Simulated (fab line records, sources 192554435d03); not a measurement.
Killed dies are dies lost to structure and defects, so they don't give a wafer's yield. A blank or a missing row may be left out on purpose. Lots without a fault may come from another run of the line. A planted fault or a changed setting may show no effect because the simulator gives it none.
A struck lot beside a sound one | flow n5_finfet | 16 steps out of a route of 1938
Sound: wafers L518.2, L518.4, L518.6. Struck: wafers L531.1, L531.2, L531.6. The cause comes at the end.
At each step with rows: each side's tool, then ch and its chambers, then its first start. Under that, the readings that differ: sound wafers | struck wafers | difference of the means | sigmas: that difference in standard deviations of wafers without a fault.
alike: readings whose means differ by less than 2 such deviations, and words and numbers that are the same on both sides. not compared: withheld readings, readings that some wafer has no value for, bounds like >300 that may hide the same value, and numbers for which the record gives no deviation and whose values overlap.
The two part at a step that has a row with sigmas, a row that says differs or no value, or rows on one side only. Numbers that don't overlap but have no deviation are shown without sigmas and don't part them. A reading that every wafer of one side lacks parts them only if that side has two wafers or more.

N5_DUMMY_GATE_ETCH_23: etches poly-Si in HBr/Cl2/O2, target depth 41 nm, time 22.3 s.
  sound on rie_si-06 ch 1,3, day 2 23:47; struck on rie_si-06 ch 2,3, day 6 05:31
  alike: drypump_motor_current_A, oes_product_au, throttle_valve_pct
  not compared: rf_hours_counter_h
N5_DUMMY_GATE_ETCH_44: etches poly-Si in HBr/O2, stops on SiO2, target depth 127.5 nm.
  sound on rie_si-06 ch 1,3, day 2 23:51; struck on rie_si-06 ch 2,3, day 6 05:35
  alike: drypump_motor_current_A, oes_product_au, throttle_valve_pct
  not compared: rf_hours_counter_h
N5_DUMMY_GATE_CD_MEAS_24: target cd 15 nm.
  sound on cd_sem-02, day 2 23:58; struck on cd_sem-03, day 6 05:41
  reading    | sound          | struck         | difference | sigmas
  cd_nm (nm) | 15.7 15.6 15.5 | 14.9 14.5 14.4 | -1.0       | -2
N5_DUMMY_GATE_ETCH_42: etches SiO2 in CHF3/O2, target depth 3.5 nm, time 31 s.
  sound on rie_diel-04 ch 0,2, day 3 00:15; struck on rie_diel-02 ch 0,2, day 6 05:52
  reading                | sound             | struck            | difference | sigmas
  oes_product_au (a.u.)  | 0.66 0.67 0.73    | 0.82 0.90 0.89    | +0.18      | +2
  throttle_valve_pct (%) | 19.09 19.12 18.76 | 18.64 18.46 18.47 | -0.47      | -3
  alike: drypump_motor_current_A, rf_vpp_V, showerhead_plenum_p_Torr
  not compared: rf_hours_counter_h
then, 6 steps without rows for these wafers: N5_DUMMY_GATE_STRIP_48 (strips in N2/H2, time 20 s); N5_DUMMY_GATE_PRECLEAN_33 (cleans in dHF, time 10 s); N5_DUMMY_GATE_PRECLEAN_25 (cleans in O3/DIW, time 45 s); N5_DUMMY_GATE_PRECLEAN_51 (cleans in SC2, time 45 s); N5_DUMMY_GATE_SRD_26 (time 30 s); N5_DUMMY_GATE_UV_OZONE_45 (time 120 s).
N5_DUMMY_GATE_INSPECT_27: inspects for defects (brightfield).
  sound on defect_inspect-02, day 3 00:29; struck on defect_inspect-02, day 6 06:07
  alike: raw_defect_count
N5_SPACER0_ALD_07: deposits SiNx, target thk 2 nm.
  sound on ald_sin-03 ch 0,2,3, day 3 00:32; struck on ald_sin-03 ch 2,3, day 6 06:10
  alike: chamber_pressure_Torr, heater_power_outer_w, heater_power_w
  not compared: since_wet_clean_h
N5_SPACER0_ALD_00: deposits SiOCN, target thk 3.5 nm, pulse time 3 s, purge time 2 s.
  sound on ald_sin-03 ch 0,2,3, day 3 00:41; struck on ald_sin-03 ch 2,3, day 6 06:20
  no value came back on the struck wafers for ald_cycles, chamber_pressure_Torr (Torr), heater_power_w (W), precursor_pulse_height_rel; on the sound wafers ald_cycles reads 58 58 58
  not compared: since_wet_clean_h
N5_SPACER0_ALD_08: deposits SiNx, target thk 2 nm.
  sound on ald_sin-03 ch 0,2,3, day 3 00:56; struck on ald_sin-03 ch 2,3, day 6 06:35
  alike: chamber_pressure_Torr, heater_power_outer_w, heater_power_w
  not compared: since_wet_clean_h
N5_BEOL_M4_RC_MEAS_101:
  the record has rows for the sound wafers here (prober-02 ch 0, day 9 13:32) and none for the struck ones
-- the record jumps here: 11 days lie between the struck wafers' starts before and after (it left off in module BEOL_M4 and takes up again in module PASSIVATION, whose first step shown is number 1936 of the route) --
N5_PASSIVATION_PROBE_49:
  sound on prober-01, day 14 14:31; struck on prober-02, day 17 00:17
  reading             | sound     | struck         | difference | sigmas
  killed_at_front_end | 36 43 66  | 1132 1112 1111 | +1070      | +89
  killed_dies         | 84 85 116 | 1180 1180 1180 | +1085      | +64
  killed_on_rim       | 10 13 15  | 152 152 152    | +139       | +37
  alike: killed_at_M0_to_M3, killed_at_M4_up, killed_at_contacts, killed_at_other, killed_open, killed_short

WHERE THEY PART
First at N5_DUMMY_GATE_CD_MEAS_24; last, within this record, at N5_PASSIVATION_PROBE_49.

WHY: what the simulator had put in
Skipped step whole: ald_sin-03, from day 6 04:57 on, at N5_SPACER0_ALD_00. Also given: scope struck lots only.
